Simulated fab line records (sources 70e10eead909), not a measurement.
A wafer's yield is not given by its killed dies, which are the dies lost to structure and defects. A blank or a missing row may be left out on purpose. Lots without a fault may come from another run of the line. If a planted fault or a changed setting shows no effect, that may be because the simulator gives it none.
Struck lot and sound lot, side by side :: flow nandHarc :: 15 steps out of a route of 1159
Sound: these wafers, L127.2, L127.4, L127.6. Struck: wafer L122.6. (L122.4 of the same lot was not struck and is left out.) The cause comes at the end.
At each step with rows: each side's tool, then ch and its chambers, then its first start. Under that, the readings that differ: sound wafers :: struck wafers :: difference of the means :: sigmas: that difference in standard deviations of wafers without a fault.
alike: a reading whose means differ by less than 2 such deviations, as well as words and numbers matching on both sides. not compared: withheld readings; readings where some wafer has no value; bounds like >300 that might hide an equal value; numbers whose values overlap and for which the record gives no deviation.
A row with sigmas, a row that says differs or no value, or rows on one side alone: a step with any of these is where the two part. Numbers that have no deviation but don't overlap get no sigmas and don't part them. Lack of a reading on every wafer of one side parts them only where that side has two or more wafers.

first, 1 step without rows for these wafers: NHARC_A_ONON_D1_DEP_12 (target thk 1000 nm).
NHARC_A_ONON_D1_THK_MEAS_14: measures by ellipsometry.
  sound on filmMetro-01, day 11 16:24; struck on filmMetro-01, day 10 22:32
reading: thkNm (nm)
sound: 990 992 994
struck: 1022
difference: +30
sigmas: +3
then, 2 steps without rows for these wafers: NHARC_A_ONON_D1_ANNEAL_15 (time 3600 s); NHARC_A_ONON_D1_DEP_16 (target thk 1000 nm).
NHARC_A_ONON_D1_THK_MEAS_18: measures by ellipsometry.
  sound on filmMetro-01, day 11 23:46; struck on filmMetro-02, day 11 06:15
  alike: thkNm
next comes 1 step that has no rows for these wafers: NHARC_A_ONON_D1_DEP_19 (target thickness 1000 nm).
NHARC_A_ONON_D1_THK_MEAS_21: measures by ellipsometry.
  sound on filmMetro-01, day 12 00:19; struck on filmMetro-02, day 11 06:50
  alike: thkNm
next comes 1 step that has no rows for these wafers: NHARC_A_ONON_D1_DEP_22 (target thickness 1000 nm).
NHARC_A_ONON_D1_THK_MEAS_24: measures by ellipsometry.
  sound on filmMetro-02, day 12 00:53; struck on filmMetro-01, day 11 07:24
  alike: thkNm
next comes 1 step that has no rows for these wafers: NHARC_A_ONON_D1_DEP_25 (target thickness 1000 nm).
NHARC_A_ONON_D1_THK_MEAS_27: measures by ellipsometry.
  sound on filmMetro-02, day 12 01:27; struck on filmMetro-01, day 11 07:58
  alike: thkNm
NHARC_A_ONON_D1_DEP_28: target thk 1000 nm.
  sound on pecvdOnon-02 ch 0, day 12 01:34; struck on pecvdOnon-03 ch 0, day 11 08:11
NHARC_A_ONON_D1_THK_MEAS_30: measures by ellipsometry.
  sound on filmMetro-02, day 12 02:01; struck on filmMetro-01, day 11 08:32
reading: thkNm (nm)
sound: 1005 1003 1003
struck: 1322
difference: +318
sigmas: +29
NHARC_A_ONON_D1_DEP_33: deposits SiO2, target thk 200 nm.
  sound on pecvd-01 ch 0,1,2, day 12 02:10; struck on pecvd-02 ch 2, day 11 08:53
  alike: heaterPowerW, throttleValvePct
NHARC_END_SORT_01:
  the record has rows for the sound wafers here (prober-01 ch 0, day 23 08:41) and none for the struck ones

== WHERE THEY PART ==
First at NHARC_A_ONON_D1_THK_MEAS_14; last, within this record, at NHARC_END_SORT_01.

WHY: the cause the simulator had injected
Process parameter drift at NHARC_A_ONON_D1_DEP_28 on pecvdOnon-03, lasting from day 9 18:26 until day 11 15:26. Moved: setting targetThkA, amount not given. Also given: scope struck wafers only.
